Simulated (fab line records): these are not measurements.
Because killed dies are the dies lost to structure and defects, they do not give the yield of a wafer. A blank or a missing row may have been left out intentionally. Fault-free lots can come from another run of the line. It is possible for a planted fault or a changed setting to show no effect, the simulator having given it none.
Chamber matching || flow nand_harc || rie_diel-12 running NHARC_A_STAIRCASE_DESCUM_186: 4 sister chambers
The step chemistry O2, time 3 s. 4 wafers are shown with their chamber, then 7 later ones without.

WAFERS WITH THEIR CHAMBER
{"wafer": "L085.1", "chamber": 0, "showerhead_plenum_p_Torr (Torr)": 1.93}
{"wafer": "L086.1", "chamber": 1, "showerhead_plenum_p_Torr (Torr)": 1.81}
{"wafer": "L087.1", "chamber": 2, "showerhead_plenum_p_Torr (Torr)": 2.05}
{"wafer": "L087.3", "chamber": 3, "showerhead_plenum_p_Torr (Torr)": 1.92}

WAFERS WHOSE CHAMBER IS MISSING
{"wafer": "L087.4", "showerhead_plenum_p_Torr (Torr)": 1.93}
{"wafer": "L091.1", "showerhead_plenum_p_Torr (Torr)": 2.05}
{"wafer": "L091.4", "showerhead_plenum_p_Torr (Torr)": 1.81}
{"wafer": "L091.6", "showerhead_plenum_p_Torr (Torr)": 1.92}
{"wafer": "L094.1", "showerhead_plenum_p_Torr (Torr)": 1.92}
{"wafer": "L094.3", "showerhead_plenum_p_Torr (Torr)": 1.91}
{"wafer": "L094.5", "showerhead_plenum_p_Torr (Torr)": 2.04}

EACH ONE'S CHAMBER
{"wafer": "L087.4", "from the rows above": "can't be placed: 0 or 3", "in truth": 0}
{"wafer": "L091.1", "from the rows above": 2, "in truth": 2}
{"wafer": "L091.4", "from the rows above": 1, "in truth": 1}
{"wafer": "L091.6", "from the rows above": "can't be placed: 3 or 0", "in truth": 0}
{"wafer": "L094.1", "from the rows above": "can't be placed: 3 or 0", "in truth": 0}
{"wafer": "L094.3", "from the rows above": "can't be placed: 3 or 0", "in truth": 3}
{"wafer": "L094.5", "from the rows above": 2, "in truth": 2}
Placed correctly: 3 of 7. Can't be placed from these rows: 4 (the true chamber is among the candidates in 4). Wrongly placed: 0.
How it was worked out, from the rows above alone: a wafer's distance from a chamber is the root of the sum, over the readings, of the square of ((its reading less the chamber's mean) divided by the reading's scatter). If the next closest chamber is less than 2 further off than the closest, the wafer can't be placed; otherwise it belongs to the closest. A chamber's mean is the mean of its shown wafers. The scatter: with one shown wafer a chamber, the root of the mean of the squares of how far each hidden wafer lies from its nearest shown one.
